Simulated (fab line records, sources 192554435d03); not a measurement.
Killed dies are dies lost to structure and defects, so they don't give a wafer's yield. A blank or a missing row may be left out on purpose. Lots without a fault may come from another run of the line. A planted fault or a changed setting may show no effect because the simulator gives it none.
Which tool did it? | flow n5_finfet | 13 lots, 35 wafers sampled, at 1 step of a route of 1938

WHAT THE GAUGES READ, wafer by wafer
N5_HKMG_FIN_INSPECT_28: inspects for defects (darkfield). Usual: raw_defect_count 38, standard deviation 14.
lot  | measured    | on                | raw_defect_count | flag
L558 | day 4 06:22 | defect_inspect-02 | 20 60            |
L560 | day 4 17:30 | defect_inspect-01 | 28 27 38         |
L561 | day 5 02:23 | defect_inspect-02 | 64 28            |
L562 | day 5 05:50 | defect_inspect-01 | 23 51            |
L563 | day 5 14:38 | defect_inspect-01 | 33 24            |
L565 | day 6 02:26 | defect_inspect-01 | 29 18 23         |
L567 | day 6 21:49 | defect_inspect-01 | 21 27 33         |
L571 | day 7 20:15 | defect_inspect-02 | 33 27 29         |
L574 | day 8 17:58 | defect_inspect-02 | 45 29 42         |
L576 | day 8 23:16 | defect_inspect-02 | 34 56 22         |
L578 | day 9 10:32 | defect_inspect-02 | 36 32 32         |
L577 | day 9 11:11 | defect_inspect-02 | 53 62 69         |
L579 | day 9 17:12 | defect_inspect-02 | 36 33 48         |

WHICH TOOL RAN EACH LOT (tool, then ch and the chambers of the sampled wafers, then the start)
The record holds no process step before these readings.

WHAT THE TOOLS THEMSELVES READ (means of the sampled wafers that have a number; where no wafer has one, the mark that the record gives instead)
The record holds no such reading with a usual standard deviation.

THE ANSWER, worked out from the rows above alone
Rule: a lot is off if the mean of its wafers that have a number lies more than 3 standard deviations from the usual mean. A lot without any number at a reading at which 4 lots or more have one is off too. The other lots that the step has rows for count as sound. The gauges are gone through in route order, then the tools' own readings, and for those a lot's mean is taken as printed above. The first step at which some lot is off is used, and at that step the reading that is off furthest; a lot without a number counts as furthest.
No lot is off at any reading shown: from this, nothing can be told.

WHAT THE SIMULATOR HAD PUT IN
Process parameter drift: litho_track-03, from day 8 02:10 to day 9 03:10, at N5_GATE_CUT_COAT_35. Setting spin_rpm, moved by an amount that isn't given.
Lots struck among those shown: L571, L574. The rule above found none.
